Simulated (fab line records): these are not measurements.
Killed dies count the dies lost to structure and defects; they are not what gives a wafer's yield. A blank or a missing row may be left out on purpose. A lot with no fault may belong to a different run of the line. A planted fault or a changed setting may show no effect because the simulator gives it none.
Matching of chambers :: flow nandHarc :: rieDiel-06 running NHARC_A_STAIRCASE_TRIM_220: 4 sister chambers
The step chemistry O2, time 211.2 s. 4 wafers are shown with their chamber, then 9 later ones without.

== WAFERS WITH THEIR CHAMBER ==
wafer: L078.5
chamber: 0
drypumpMotorCurrentA (A): 6.5

wafer: L085.2
chamber: 3
drypumpMotorCurrentA (A): 5.4

wafer: L085.3
chamber: 2
drypumpMotorCurrentA (A): 5.3

wafer: L085.4
chamber: 1
drypumpMotorCurrentA (A): 5.9

== WAFERS WHOSE CHAMBER IS MISSING ==
wafer: L086.3
drypumpMotorCurrentA (A): 5.3

wafer: L086.4
drypumpMotorCurrentA (A): 6.5

wafer: L086.6
drypumpMotorCurrentA (A): 5.9

wafer: L094.1
drypumpMotorCurrentA (A): 6.0

wafer: L094.2
drypumpMotorCurrentA (A): 5.4

wafer: L094.4
drypumpMotorCurrentA (A): 6.5

wafer: L097.1
drypumpMotorCurrentA (A): 5.3

wafer: L097.2
drypumpMotorCurrentA (A): 6.0

wafer: L097.5
drypumpMotorCurrentA (A): 5.3

== WHICH CHAMBER EACH ONE RAN IN ==
wafer: L086.3
from the rows above: 2
in truth: 2

wafer: L086.4
from the rows above: 0
in truth: 0

wafer: L086.6
from the rows above: 1
in truth: 1

wafer: L094.1
from the rows above: 1
in truth: 1

wafer: L094.2
from the rows above: 3
in truth: 3

wafer: L094.4
from the rows above: 0
in truth: 0

wafer: L097.1
from the rows above: 2
in truth: 2

wafer: L097.2
from the rows above: 1
in truth: 1

wafer: L097.5
from the rows above: 2
in truth: 2
9 of 9 placed correctly. From these rows, 0 cannot be placed. Wrongly placed: 0.
How it was worked out, from the rows above alone: a wafer's distance from a chamber is the root of the sum, over the readings, of the square of ((its reading less the chamber's mean) divided by the reading's scatter). The wafer belongs to the nearest chamber; if the next one is less than 2 further off, it can't be placed. A chamber's mean is the mean of its shown wafers. The scatter (one wafer shown for each chamber): square how far every hidden wafer sits from the nearest shown wafer, average those squares and take the square root.
